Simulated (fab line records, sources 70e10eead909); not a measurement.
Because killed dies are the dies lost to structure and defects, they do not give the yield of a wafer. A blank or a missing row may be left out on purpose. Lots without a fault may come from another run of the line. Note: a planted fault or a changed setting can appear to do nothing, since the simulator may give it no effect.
Chamber matching | flow nandHarc | NHARC_A_CHANNEL_HOLE_D1_ETCH_44 on rieDiel-12: 4 sister chambers
The step etches the open film in CF4/O2, target depth 140 nm, overetch 14 nm, time 77 s. 7 wafers are shown with their chamber, then 7 later ones without.

== WAFERS, EACH WITH ITS CHAMBER ==
wafer  | chamber | drypumpMotorCurrentA (A) | showerheadPlenumPTorr (Torr)
L945.1 | 1       | 5.0                      | 1.36
L946.6 | 0       | 5.9                      | 1.42
L947.1 | 0       | 5.9                      | 1.42
L947.3 | 2       | 5.3                      | 1.34
L947.4 | 3       | 5.9                      | 1.40
L957.1 | 3       | 6.0                      | 1.39
L957.2 | 2       | 5.3                      | 1.33

== WAFERS MISSING THEIR CHAMBER ==
wafer  | drypumpMotorCurrentA (A) | showerheadPlenumPTorr (Torr)
L957.5 | 6.0                      | 1.41
L966.1 | 5.3                      | 1.33
L966.3 | 5.9                      | 1.41
L966.5 | 5.9                      | 1.41
L967.2 | 5.1                      | 1.35
L967.3 | 5.9                      | 1.39
L967.6 | 5.3                      | 1.33

== CHAMBER TAKEN BY EACH ==
wafer  | from the rows above     | in truth
L957.5 | can't be placed: 3 or 0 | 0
L966.1 | 2                       | 2
L966.3 | can't be placed: 0 or 3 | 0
L966.5 | can't be placed: 0 or 3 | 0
L967.2 | 1                       | 1
L967.3 | 3                       | 3
L967.6 | 2                       | 2
Correctly placed: 4 of 7. Can't be placed from these rows: 3 (the true chamber is among the candidates in 3). Number placed wrongly: 0.
How it was worked out, from the rows above alone: a wafer's distance from a chamber is the root of the sum, over the readings, of the square of ((its reading less the chamber's mean) divided by the reading's scatter). The wafer belongs to the nearest chamber; if the next one is less than 2 further off, it can't be placed. The mean given for a chamber averages the wafers shown for that chamber. The scatter: the root of (the sum of the squares of (reading less its chamber's mean) over the shown wafers, divided by (wafers less chambers)).
